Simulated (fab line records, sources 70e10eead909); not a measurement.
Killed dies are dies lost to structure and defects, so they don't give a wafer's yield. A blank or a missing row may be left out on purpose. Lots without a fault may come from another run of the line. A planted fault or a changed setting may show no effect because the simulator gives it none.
Which tool did it? | flow nand_harc | 7 lots, 21 wafers sampled, at 1 step of a route of 1159

WHAT THE GAUGES READ, wafer by wafer
NHARC_P_STI_INSPECT_25.
lot  | measured    | on                | raw_defect_count
L495 | day 3 23:10 | defect_inspect-02 | 146 162 99
L499 | day 5 06:12 | defect_inspect-01 | 261 200 158
L507 | day 7 15:25 | defect_inspect-01 | 160 120 167
L510 | day 7 15:25 | defect_inspect-01 | 124 140 81
L511 | day 8 07:19 | defect_inspect-01 | 269 152 189
L514 | day 9 00:23 | defect_inspect-02 | 344 271 299
L516 | day 9 07:00 | defect_inspect-01 | 345 272 225

WHICH TOOL RAN EACH LOT (tool, then ch and the chambers of the sampled wafers, then the start)
The record holds no process step before these readings.

THE ANSWER, worked out from the rows above alone
Rule: what is usual is taken from the lots themselves. Put in order of their means at a reading, lots are off if they are a third of the lots or fewer, leave a main group of 4 or more, and stand apart from it by a gap of 3 or more times the standard deviation of the main group's means; of several such gaps the widest counts. A main group whose means are all the same, to the digits that the tables above print for the reading, isn't used. A lot without any number at a reading at which 4 lots or more have one is off too. The other lots that the step has rows for count as sound.
No lot is off at any reading shown: from this, nothing can be told.

WHAT THE SIMULATOR HAD PUT IN
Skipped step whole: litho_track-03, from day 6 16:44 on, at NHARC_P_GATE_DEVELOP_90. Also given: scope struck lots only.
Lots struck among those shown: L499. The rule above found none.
